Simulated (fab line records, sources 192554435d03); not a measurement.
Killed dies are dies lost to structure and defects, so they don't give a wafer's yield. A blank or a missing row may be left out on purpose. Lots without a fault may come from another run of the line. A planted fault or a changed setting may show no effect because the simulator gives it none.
A struck lot beside a sound one | flow n5_finfet | 14 steps out of a route of 1938
Sound: wafers L556.1, L556.4, L556.6. Struck: wafers L553.3, L553.4, L553.6. The cause comes at the end.
At each step with rows: each side's tool, then ch and its chambers, then its first start. Under that, the readings that differ: sound wafers | struck wafers | difference of the means | sigmas: that difference in standard deviations of wafers without a fault.
alike: readings whose means differ by less than 2 such deviations, and words and numbers that are the same on both sides. not compared: withheld readings, readings that some wafer has no value for, bounds like >300 that may hide the same value, and numbers for which the record gives no deviation and whose values overlap.
The two part at a step that has a row with sigmas, a row that says differs or no value, or rows on one side only. Numbers that don't overlap but have no deviation are shown without sigmas and don't part them. A reading that every wafer of one side lacks parts them only if that side has two wafers or more.

N5_MOL_CONTACT_COAG_ETCH_47: etches SiNx in CH3F/O2, stops on W, target depth 27 nm.
  sound on rie_diel-01 ch 0,2, day 9 10:02; struck on rie_diel-01 ch 0,1,2, day 8 18:13
  alike: drypump_motor_current_A, etch_rf_on_time_s, oes_product_au, rf_vpp_V, showerhead_plenum_p_Torr, throttle_valve_pct
  not compared: rf_hours_counter_h
N5_MOL_CONTACT_COAG_STRIP_119: strips in N2/H2, time 30 s.
  sound on plasma_asher-01 ch 0,1, day 9 10:07; struck on plasma_asher-01 ch 0,1, day 8 18:19
  alike: drypump_motor_current_A, heater_power_w
  not compared: rf_hours_counter_h
then, 2 steps without rows for these wafers: N5_MOL_CONTACT_COAG_PRECLEAN_144 (cleans in alkaline clean, time 60 s); N5_MOL_CONTACT_COAG_SRD_145 (time 30 s).
N5_MOL_CONTACT_COAG_CD_MEAS_137: target cd 16 nm.
  sound on cd_sem-03, day 9 10:16; struck on cd_sem-01, day 8 18:26
  alike: cd_nm
then, 7 steps without rows for these wafers: N5_MOL_CONTACT_COAG_COAT_62 (time 60 s, resist thk 60 nm); N5_MOL_CONTACT_COAG_COAT_63 (time 60 s, resist thk 10 nm); N5_MOL_CONTACT_COAG_COAT_64 (time 60 s, resist thk 10 nm); N5_MOL_CONTACT_COAG_COAT_34 (resist thk 40 nm); N5_MOL_CONTACT_COAG_EBR_36; N5_MOL_CONTACT_COAG_SOFTBAKE_35 (time 60 s); N5_MOL_CONTACT_COAG_EXPOSE_37 (exposes mask VD, defocus 0 nm).
N5_MOL_CONTACT_COAG_PEB_38: peb time 60 s.
  sound on litho_track-01 ch 0, day 9 10:38; struck on litho_track-05, day 8 18:49
  no value came back on the struck wafers for chill_plate_temp_C (C), exhaust_pa (Pa), plate_temp_C (C); on the sound wafers chill_plate_temp_C (C) reads 22.90 22.83 22.89
then, 1 step without rows for these wafers: N5_MOL_CONTACT_COAG_DEVELOP_39 (develop time 30 s).

WHERE THEY PART
Only at N5_MOL_CONTACT_COAG_PEB_38, within this record.

WHY: what the simulator had put in
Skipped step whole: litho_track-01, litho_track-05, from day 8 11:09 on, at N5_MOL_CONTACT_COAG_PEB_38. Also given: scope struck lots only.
